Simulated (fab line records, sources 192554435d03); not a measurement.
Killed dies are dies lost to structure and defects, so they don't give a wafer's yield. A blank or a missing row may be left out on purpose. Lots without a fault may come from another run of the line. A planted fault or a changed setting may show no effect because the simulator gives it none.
fab line records | flow n5_finfet
record lots=9 wafers=26 last_day=17
route steps=1938 shown BEOL_M1@774 BEOL_M4@1111 PASSIVATION@1936
lots that met no fault: from a run of the same line without faults
start_h: hours from the record's first day to the start of the lot's first wafer shown | wait_h: hours since the lot's step before | " the same as in the row above | L1.1+2: a row that stands for several wafers | - no value, or no start given | * or withheld: withheld | < > ~ a bound
route shown NAME@n: a module of which the file shows steps, and the number in the route of the first | usual: mean/standard deviation of fault-free wafers | same: alike in all rows | chamber/n: place in a boat | sites: the reading at each site | _std_site: their standard deviation | _edge_site: outer sites' mean less inner sites' | radius_mm: how far each site lies from the wafer's centre | mask NAME#n: copy n | behind: the tool/chamber that last shaped the wafer | hold: why the lot was held/for how many hours/how that ended | device: the transistor (n, p or np) that didn't switch | end of line: the same wafers' tests at the end of the route | a step without rows: its recipe alone | killed: dies lost to structure and defects at the first sort, not the wafer's yield | map: a wafer's dies, x killed, . not, _ none there
set.NAME: the setting as run; set.NAME@STEP: as run at that earlier step | model.NAME: the simulator's own value behind a step, which no gauge read
steps of the route over a sample of lots; a table a step, a row a wafer
services: from which hour (start_h, from the record's first day; less than 0 if before it) a tool's chamber was out of use, for how many hours, and why
## steps
# step N5_BEOL_M1_HM_OPEN_17
# recipe chemistry=Cl2/BCl3 target_depth_a=200 overetch_a=60 target=TiN mask_material=SOC ion_energy_ev=150 pressure_mtorr=10 icp_w=1000 bias_w=126 Cl2_flow_sccm=53.25 bcl3_flow_sccm=21.75 Ar_flow_sccm=25
# usual drypump_motor_current_A=5.6/0.35 oes_product_au=0.73/0.085 throttle_valve_pct=22.31/0.19
# columns lot.wafer tool chamber start_h wait_h drypump_motor_current_A oes_product_au rf_hours_counter_h throttle_valve_pct
L482.3 rie_metal-03 1 143.79 0.1 5.6 0.78 - 22.48
L482.4 " 0 " " 5.2 0.50 - 22.52
L482.6 " 0 " " 5.2 0.50 - 22.52
L484.2 rie_metal-03 1 153.46 0.0 5.6 0.77 8 22.50
L484.4 " 1 " " 5.5 0.78 - 22.50
L484.6 " 1 " " 5.5 0.79 - 22.50
L486.1 rie_metal-03 1 165.36 0.0 5.5 0.77 10 22.50
L486.2 " 0 " " 5.2 0.50 135 22.51
L486.5 " 1 " " 5.5 0.77 - 22.52
L488.1 rie_metal-01 0 175.66 0.0 6.3 0.75 12 22.05
L488.3 " 0 " " 6.3 0.74 - 22.05
L488.5 " 1 " " 5.6 0.76 - 22.44
L490.4 rie_metal-01 1 188.40 0.1 5.6 0.76 - 22.41
L490.5 " 1 " " 5.5 0.77 - 22.40
L495.3 rie_metal-01 0 214.79 0.1 6.2 0.73 - 22.06
L495.5 " 0 " " 6.2 0.72 - 22.05
L495.6 " 1 " " 5.6 0.74 - 22.41
L499.1 rie_metal-03 1 237.54 0.0 5.5 0.74 18 22.51
L499.2 " 0 " " 5.2 0.79 4 22.15
L499.4 " 0 " " 5.2 0.80 - 22.11
L500.1 rie_metal-03 0 242.14 0.0 5.2 0.78 4 22.14
L500.4 " 0 " " 5.2 0.79 - 22.15
L500.5 " 1 " " 5.5 0.74 - 22.52
L501.1 rie_metal-03 0 253.82 0.0 5.2 0.78 4 22.13
L501.2 " 1 " " 5.5 0.74 19 22.52
L501.3 " 1 " " 5.6 0.74 - 22.52
# step N5_BEOL_M1_OVL_MEAS_29
# recipe points_per_wafer=522
# usual V0_OVL=0.0/0.71
# columns lot.wafer tool chamber start_h wait_h V0_OVL[nm]
L482.3 overlay-01 0 144.42 0.0 -0.1
L482.4 " 0 " " 0.1
L482.6 " 0 " " 0.8
L484.2 overlay-02 0 154.04 0.0 0.3
L484.4 " 0 " " -0.5
L484.6 " 0 " " -0.3
L486.1 overlay-01 0 165.99 0.0 -0.3
L486.2 " 0 " " 0.0
L486.5 " 0 " " -0.1
L488.1 overlay-01 0 176.34 0.0 0.7
L488.3 " 0 " " 1.0
L488.5 " 0 " " 0.9
L490.4 overlay-01 0 188.92 0.0 -0.1
L490.5 " 0 " " -0.7
L495.3 overlay-01 0 215.48 0.0 -0.2
L495.5 " 0 " " 0.2
L495.6 " 0 " " 1.1
L499.1 overlay-01 0 238.19 0.0 0.4
L499.2 " 0 " " -0.1
L499.4 " 0 " " 0.3
L500.1 overlay-01 0 242.67 0.0 0.1
L500.4 " 0 " " -1.0
L500.5 " 0 " " 0.5
L501.1 overlay-01 0 254.48 0.0 0.3
L501.2 " 0 " " 0.0
L501.3 " 0 " " -0.4
# step N5_BEOL_M1_ETCH_77
# recipe chemistry=N2/H2 target=underlayer target_depth_a=65 mask_material=CAR-EUV time_s=5.2 ion_energy_ev=200 pressure_mtorr=30 source_w=840 bias_w=150 n2_flow_sccm=200 h2_flow_sccm=200 ends=cleared
# usual drypump_motor_current_A=5.8/0.53 etch_rf_on_time_s=5.14/0.12 oes_product_au=0.68/0.059 rf_vpp_V=524.0/2.2 showerhead_plenum_p_Torr=2.55/0.053 throttle_valve_pct=17.77/0.22
# columns lot.wafer tool chamber start_h wait_h drypump_motor_current_A etch_rf_on_time_s oes_product_au rf_hours_counter_h rf_vpp_V showerhead_plenum_p_Torr throttle_valve_pct
L482.3 rie_diel-05 1 144.54 0.0 5.7 5.18 0.64 150 526.4 2.62 17.58
L482.4 " 2 " " 5.9 5.03 0.72 - 523.4 2.55 17.45
L482.6 " 1 " " 5.7 5.21 0.64 - 524.8 2.62 17.56
L484.2 rie_diel-05 1 154.17 0.0 5.6 5.17 0.64 153 528.8 2.62 17.56
L484.4 " 2 " " 5.9 5.08 0.71 90 524.7 2.55 17.43
L484.6 " 2 " " 5.8 5.08 0.71 - 525.3 2.55 17.46
L486.1 rie_diel-03 0 166.12 0.0 5.3 5.11 0.72 74 521.9 2.48 17.83
L486.2 " 1 " " 4.8 5.18 0.77 12 524.8 2.61 17.65
L486.5 " 2 " " 5.8 5.23 0.60 - 525.0 2.61 17.86
L488.1 rie_diel-02 2 176.47 0.0 6.5 5.29 0.60 162 525.6 2.52 17.87
L488.3 " 0 " " 5.4 4.89 0.79 46 522.4 2.51 17.49
L488.5 " 2 " " 6.4 5.24 0.61 - 522.8 2.52 17.88
L490.4 rie_diel-03 1 189.03 0.0 4.8 5.06 0.78 19 523.6 2.61 17.66
L490.5 " 0 " " 5.3 5.07 0.72 - 521.2 2.47 17.84
L495.3 rie_diel-02 0 215.59 0.0 5.4 4.95 0.76 58 522.6 2.50 17.49
L495.5 " 2 " " 6.4 5.33 0.60 - 523.5 2.52 17.87
L495.6 " 3 " " 5.4 5.28 0.63 - 524.2 2.56 18.30
L499.1 rie_diel-03 3 238.32 0.0 6.7 5.07 0.69 105 527.3 2.56 17.73
L499.2 " 1 " " 4.8 5.04 0.75 34 528.7 2.60 17.66
L499.4 " 2 " " 5.8 5.26 0.59 242 527.4 2.60 17.88
L500.1 rie_diel-03 1 242.88 0.0 4.8 5.08 0.75 35 523.5 2.60 17.68
L500.4 " 2 " " 5.8 5.34 0.58 243 524.8 2.60 17.90
L500.5 " 1 " " 4.8 4.99 0.77 - 525.0 2.60 17.69
L501.1 rie_diel-05 3 254.60 0.0 6.4 5.20 0.68 105 520.3 2.47 18.20
L501.2 " 1 " " 5.7 5.16 0.62 186 526.8 2.61 17.63
L501.3 " 0 " " 5.9 5.23 0.60 246 522.0 2.50 18.00
# step N5_BEOL_M1_VIA_ETCH_34
# recipe chemistry=C4F6/O2 target_depth_a=678 mask_material=SOC pressure_mtorr=15 ion_energy_ev=250 taper_deg=4 time_s=64.4 source_w=350 bias_w=170 Ar_flow_sccm=300 C4F6_flow_sccm=10 O2_flow_sccm=10
# usual drypump_motor_current_A=5.8/0.54 oes_product_au=0.79/0.072 rf_vpp_V=671/14 showerhead_plenum_p_Torr=2.83/0.054 throttle_valve_pct=30.58/0.27
# columns lot.wafer tool chamber start_h wait_h drypump_motor_current_A oes_product_au rf_hours_counter_h rf_vpp_V showerhead_plenum_p_Torr throttle_valve_pct
L482.3 rie_diel-05 3 148.83 0.0 6.4 0.84 75 667 2.79 31.23
L482.4 " 0 " " 5.8 0.71 215 680 2.81 30.66
L482.6 " 1 " " 5.7 0.76 - 650 2.93 30.36
L484.2 rie_diel-05 1 154.96 0.0 5.7 0.75 153 649 2.92 30.37
L484.4 " 0 " " 5.8 0.71 217 679 2.81 30.65
L484.6 " 2 " " 5.9 0.82 - 647 2.86 30.33
L486.1 rie_diel-03 3 174.46 0.0 6.6 0.82 85 658 2.84 30.28
L486.2 " 1 " " 4.8 0.91 14 685 2.90 30.32
L486.5 " 0 " " 5.3 0.85 - 686 2.77 30.88
L488.1 rie_diel-02 2 183.06 0.0 6.5 0.71 164 669 2.83 30.69
L488.3 " 1 " " 5.7 0.81 92 670 2.76 30.70
L488.5 " 3 " " 5.4 0.75 - 687 2.79 30.54
L490.4 rie_diel-02 2 191.07 0.0 6.4 0.53 166 668 2.83 30.63
L490.5 " 1 " " 5.7 0.81 - 669 2.76 30.70
L495.3 rie_diel-05 2 217.92 0.0 5.9 0.81 111 646 2.85 30.33
L495.5 " 3 " " 6.4 0.81 - 666 2.78 31.26
L495.6 " 2 " " 5.9 0.81 - 645 2.85 30.33
L500.1 rie_diel-03 3 244.42 0.0 6.7 0.79 107 657 2.83 30.30
L500.4 " 1 " " 4.8 0.87 35 686 2.89 30.36
L500.5 " 2 " " 5.7 0.69 - 660 2.91 30.60
L499.1 rie_diel-05 0 245.66 0.0 5.8 0.69 242 680 2.80 30.67
L499.2 " 3 " " 6.4 0.79 102 665 2.78 31.27
L499.4 " 2 " " 5.9 0.79 121 644 2.85 30.33
L501.1 rie_diel-05 3 262.53 0.0 6.4 0.79 108 669 2.78 31.25
L501.2 " 2 " " 5.9 0.80 126 645 2.84 30.36
L501.3 " 0 " " 5.8 0.70 248 681 2.79 30.69
# step N5_BEOL_M4_RC_MEAS_101
# usual DIBL_N=36.0/2.2 DIBL_P=35.9/2.6 IOFF_N=0.16/0.038 IOFF_P=0.21/0.042 ION_N=675/15 ION_P=463/10 SS_N=71.5/0.62 SS_P=73.2/0.76 VT_N=250/4.1 VT_P=-251/3.6
# columns lot.wafer tool chamber start_h wait_h DIBL_N[mV/V] DIBL_P[mV/V] IOFF_N[nA/um] IOFF_P[nA/um] ION_N[uA/um] ION_P[uA/um] SS_N[mV/dec] SS_P[mV/dec] VT_N[mV] VT_P[mV]
L482.3 prober-02 0 194.41 0.3 33.3 33.6 0.12 0.15 657 446 70.9 73.0 253 -255
L482.4 " 0 " " 36.6 37.5 0.17 0.20 680 458 72.6 73.8 247 -251
L482.6 " 0 " " 34.8 34.4 0.14 0.15 656 444 71.8 73.3 251 -255
L484.2 prober-01 0 195.36 0.2 38.7 39.3 0.21 0.26 690 471 72.2 74.5 245 -249
L484.4 " 0 " " 36.1 35.5 0.16 0.19 675 459 72.4 73.7 249 -251
L484.6 " 0 " " 33.1 32.3 0.12 0.16 662 452 71.2 72.1 252 -253
L486.1 prober-01 0 214.28 0.0 36.5 35.6 0.15 0.20 672 462 71.5 73.3 249 -249
L486.2 " 0 " " 34.2 34.0 0.13 0.19 682 473 70.9 72.4 253 -250
L486.5 " 0 " " 35.0 34.3 0.13 0.19 673 465 70.7 72.6 251 -249
L488.1 prober-02 0 215.85 0.0 37.8 37.3 0.16 0.19 675 459 71.2 73.3 252 -254
L488.3 " 0 " " 35.3 34.2 0.12 0.16 644 445 70.9 73.4 259 -256
L488.5 " 0 " " 35.8 33.6 0.13 0.15 653 446 71.9 72.5 256 -259
L490.4 prober-01 0 230.96 0.5 32.9 30.5 0.09 0.17 639 447 70.3 72.9 257 -250
L490.5 " 0 " " 37.7 36.0 0.16 0.25 674 474 71.4 73.6 248 -245
L495.3 prober-01 0 262.40 0.3 36.0 37.5 0.18 0.24 687 470 71.2 73.3 246 -246
L495.5 " 0 " " 37.0 38.6 0.19 0.25 691 475 71.3 73.8 246 -247
L495.6 " 0 " " 34.2 34.9 0.15 0.19 694 480 71.1 72.6 249 -250
L500.1 prober-02 0 290.17 0.0 35.9 36.9 0.17 0.28 684 476 71.5 74.2 249 -243
L500.4 " 0 " " 32.9 32.5 0.12 0.19 663 462 70.3 72.6 255 -249
L500.5 " 0 " " 33.8 31.9 0.12 0.18 656 454 70.8 72.2 252 -251
L499.1 prober-02 0 293.57 0.0 38.0 39.0 0.20 0.25 685 465 72.1 74.5 248 -251
L499.2 " 0 " " 34.9 35.5 0.15 0.19 689 469 71.6 73.0 250 -250
L499.4 " 0 " " 34.1 34.3 0.13 0.18 664 458 71.3 73.1 253 -254
L501.1 prober-01 0 306.25 0.0 37.4 40.0 0.21 0.26 678 458 71.8 74.5 242 -250
L501.2 " 0 " " 33.0 33.5 0.14 0.17 679 467 71.5 72.5 249 -254
L501.3 " 0 " " 37.6 40.5 0.22 0.25 692 470 72.9 74.6 244 -249
# step N5_PASSIVATION_PROBE_49
# usual defect_limited_yield=91.4/1.6 killed_at_M0_to_M3=35/10 killed_at_M4_up=12/4.7 killed_at_contacts=12/5.8 killed_at_front_end=38/12 killed_at_other=4/3.2 killed_dies=102/18 killed_on_rim=13/4.2 killed_open=68/14 killed_short=32/8 sort_bin_5_function=5.1/0.96 sort_bin_6_memory=3.2/0.77 sort_bin_8_speed=0.1/0.39 sort_n_pass=1078/20 sort_yield_pct=91.3/1.7
# same gross_dies=1180 killed_at_back_side=0 sort_bin_4_leakage[%]=0
# columns lot.wafer tool chamber start_h wait_h defect_limited_yield[%] killed_at_M0_to_M3 killed_at_M4_up killed_at_contacts killed_at_front_end killed_at_other killed_dies killed_on_rim killed_open killed_short sort_bin_5_function[%] sort_bin_6_memory[%] sort_bin_8_speed[%] sort_n_pass sort_yield_pct[%]
L484.2 prober-01 - 309.28 0.6 92.8 30 9 12 28 6 85 5 55 29 3.6 3.1 0 1095 92.8
L484.4 prober-01 - 309.38 0.7 91.8 32 7 10 42 6 97 17 66 29 5.2 2.5 0 1083 91.8
L484.6 prober-01 - 309.48 0.8 90.5 47 11 10 39 5 112 14 83 28 5.5 3.6 0 1068 90.5
L488.1 prober-01 - 325.63 0.0 91.8 33 10 13 39 2 97 13 75 22 4.8 3.3 0 1083 91.8
L488.3 prober-01 - 325.73 0.1 94.6 21 10 6 24 3 64 5 43 19 3.4 1.6 0.2 1114 94.4
L488.5 prober-01 - 325.83 0.2 93.1 29 7 6 35 4 81 8 49 32 4.6 2.0 0 1099 93.1
L486.1 prober-01 - 327.58 0.0 91.6 43 15 12 26 3 99 13 70 29 4.8 3.2 0 1081 91.6
L486.2 prober-01 - 327.63 0.1 91.4 51 10 8 28 5 102 13 65 31 4.8 3.1 0 1078 91.4
L486.5 prober-01 - 327.78 0.2 93.1 37 15 5 20 5 82 13 63 19 4.3 2.5 0 1098 93.1
L495.3 prober-02 - 370.36 0.1 90.5 29 16 12 54 1 112 9 74 38 6.1 2.9 0 1068 90.5
L495.5 prober-02 - 370.46 0.2 90.6 41 10 11 45 4 111 14 71 40 5.4 3.9 0 1069 90.6
L495.6 prober-02 - 370.51 0.3 90.3 34 10 18 52 0 114 17 77 37 5.5 4.2 0 1066 90.3
L500.1 prober-02 - 390.75 0.4 91.0 41 14 17 33 1 106 12 72 33 5.3 3.1 0 1074 91.0
L500.4 prober-02 - 390.90 0.5 89.3 46 9 22 40 9 126 20 74 52 5.9 4.2 0 1054 89.3
L500.5 prober-02 - 390.95 0.6 89.7 58 11 13 37 3 122 14 75 45 5.8 4.1 0 1058 89.7
# killed by level:class
L484.2 BEOL_M1:geometric_particle:open=14 MOL_CONTACT_COAG:geometric_particle:open=10 FIN_SAQP:geometric_particle:short=7 GATE_CUT:geometric_particle:short=7 FIN_SAQP:geometric_particle:open=5 BEOL_M3:geometric_particle:open=5 BEOL_M0_SAQP:geometric_particle:short=4 STARTING-WAFER:geometric_particle:short=4
L484.4 FIN_SAQP:geometric_particle:open=19 BEOL_M1:geometric_particle:open=10 MOL_CONTACT_COAG:geometric_particle:open=9 FIN_SAQP:geometric_particle:short=8 BEOL_M0_SAQP:geometric_particle:open=7 BEOL_M0_SAQP:geometric_particle:short=7 STARTING-WAFER:geometric_particle:open=4 BEOL_M0:geometric_particle:open=3
L484.6 BEOL_M2:geometric_particle:open=17 FIN_SAQP:geometric_particle:open=11 FIN_SAQP:geometric_particle:short=11 STI_FIN_REVEAL:geometric_particle:open=9 MOL_CONTACT_COAG:geometric_particle:open=9 BEOL_M3:geometric_particle:open=8 BEOL_M0_SAQP:geometric_particle:open=7 BEOL_M1:geometric_particle:open=7
L488.1 FIN_SAQP:geometric_particle:open=15 MOL_CONTACT_COAG:geometric_particle:open=12 BEOL_M2:geometric_particle:open=11 STI_FIN_REVEAL:geometric_particle:open=8 BEOL_M0:geometric_particle:open=8 BEOL_M0_SAQP:geometric_particle:open=4 BEOL_M4:geometric_particle:open=4 FIN_SAQP:geometric_particle:short=3
L488.3 DUMMY_GATE:geometric_particle:open=10 BEOL_M4:geometric_particle:open=7 BEOL_M1:geometric_particle:open=5 MOL_CONTACT_COAG:geometric_particle:open=4 BEOL_M0_SAQP:geometric_particle:short=4 BEOL_M2:geometric_particle:open=4 BEOL_M0:geometric_particle:open=3 FIN_SAQP:geometric_particle:open=2
L488.5 STI_FIN_REVEAL:geometric_particle:open=9 BEOL_M2:geometric_particle:open=6 FIN_SAQP:geometric_particle:short=4 STI_FIN_REVEAL:geometric_particle:short=4 MOL_CONTACT_COAG:geometric_particle:open=4 BEOL_M0_SAQP:geometric_particle:open=4 BEOL_M0:geometric_particle:open=4 FIN_SAQP:geometric_particle:open=3
L486.1 BEOL_M0_SAQP:geometric_particle:open=14 BEOL_M3:geometric_particle:open=14 STI_FIN_REVEAL:geometric_particle:open=8 MOL_CONTACT_COAG:geometric_particle:open=8 BEOL_M0_SAQP:geometric_particle:short=7 GATE_CUT:geometric_particle:short=5 BEOL_M4:geometric_particle:open=5 MOL_CONTACT_COAG:geometric_particle:short=4
L486.2 BEOL_M0_SAQP:geometric_particle:open=12 BEOL_M3:geometric_particle:open=11 BEOL_M0_SAQP:geometric_particle:short=10 MOL_CONTACT_COAG:geometric_particle:open=8 BEOL_M2:geometric_particle:open=8 BEOL_M1:geometric_particle:open=7 HKMG_FIN:area_etch=6 FIN_SAQP:geometric_particle:short=5
L486.5 BEOL_M3:geometric_particle:open=13 BEOL_M4:geometric_particle:open=11 BEOL_M0_SAQP:geometric_particle:open=10 BEOL_M1:geometric_particle:open=7 DUMMY_GATE:geometric_particle:open=4 MOL_CONTACT_COAG:geometric_particle:open=4 FIN_SAQP:geometric_particle:short=3 STI_FIN_REVEAL:geometric_particle:open=3
L495.3 FIN_SAQP:geometric_particle:open=15 FIN_SAQP:geometric_particle:short=11 BEOL_M3:geometric_particle:open=11 MOL_CONTACT_COAG:geometric_particle:open=10 BEOL_M4:geometric_particle:open=7 GATE_CUT:geometric_particle:open=6 STARTING-WAFER:geometric_particle:short=6 BEOL_M0_SAQP:geometric_particle:open=5
L495.5 BEOL_M3:geometric_particle:open=19 FIN_SAQP:geometric_particle:open=16 FIN_SAQP:geometric_particle:short=10 BEOL_M0_SAQP:geometric_particle:short=10 MOL_CONTACT_COAG:geometric_particle:open=9 DUMMY_GATE:geometric_particle:open=6 BEOL_M1:geometric_particle:short=4 BEOL_M5:geometric_particle:open=3
L495.6 FIN_SAQP:geometric_particle:open=17 MOL_CONTACT_COAG:geometric_particle:open=15 BEOL_M0_SAQP:geometric_particle:short=14 STI_FIN_REVEAL:geometric_particle:open=12 BEOL_M0_SAQP:geometric_particle:open=8 BEOL_M4:geometric_particle:open=6 FIN_SAQP:geometric_particle:short=4 GATE_CUT:geometric_particle:short=4
L500.1 MOL_CONTACT_COAG:geometric_particle:open=14 BEOL_M0_SAQP:geometric_particle:short=13 FIN_SAQP:geometric_particle:open=10 BEOL_M3:geometric_particle:open=7 GATE_CUT:geometric_particle:short=6 BEOL_M0_SAQP:geometric_particle:open=6 BEOL_M2:geometric_particle:open=6 FIN_SAQP:geometric_particle:short=5
L500.4 MOL_CONTACT_COAG:geometric_particle:open=17 BEOL_M3:geometric_particle:open=12 GATE_CUT:geometric_particle:short=11 FIN_SAQP:geometric_particle:short=10 BEOL_M0_SAQP:geometric_particle:short=9 BEOL_M0_SAQP:geometric_particle:open=7 BEOL_M1:geometric_particle:open=6 MOL_CONTACT_COAG:geometric_particle:short=5
L500.5 FIN_SAQP:geometric_particle:short=11 BEOL_M0_SAQP:geometric_particle:open=11 BEOL_M0_SAQP:geometric_particle:short=10 BEOL_M1:geometric_particle:open=9 BEOL_M2:geometric_particle:open=9 MOL_CONTACT_COAG:geometric_particle:open=8 GATE_CUT:geometric_particle:short=6 BEOL_M3:geometric_particle:open=6
## services
# columns tool chamber start_h hours kind
rie_diel-05 - 122.19 0.2 repair
rie_metal-01 - 128.24 0.1 repair
rie_diel-05 3 129.67 16.7 repair
rie_metal-03 - 138.89 0.6 repair
rie_diel-05 - 159.80 1.1 repair
rie_metal-03 0 180.33 - clean
rie_metal-03 0 180.33 12.5 scheduled_down
rie_metal-03 0 180.33 12.5 vent_cycle
rie_diel-03 2 189.48 14.7 repair
rie_diel-02 - 249.58 2.8 pm
rie_metal-01 1 257.34 21.6 repair
rie_diel-03 2 261.75 - clean
rie_diel-03 2 261.75 - consumable_replace:focus_ring
rie_diel-03 2 261.75 24.2 scheduled_down
rie_diel-03 2 261.75 24.2 vent_cycle
## key
first_sign step=N5_BEOL_M1_VIA_ETCH_34 reading=oes_product_au direction=down sigmas=3.5 usual=0.79 struck=0.53
effect none on later readings
met_at N5_BEOL_M1_VIA_ETCH_34
struck_lots L490
struck_wafers L490.4
not_acting_at N5_BEOL_M1_HM_OPEN_17,N5_BEOL_M1_OVL_MEAS_29,N5_BEOL_M1_ETCH_77
onset_between 183.06 191.07
fault kind=process_parameter_drift tool=rie_diel-02 chamber=- onset_h=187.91 steps=N5_BEOL_M1_VIA_ETCH_34 channel=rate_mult offset=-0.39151 shape=step end_h=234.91 scope=struck_wafers_only
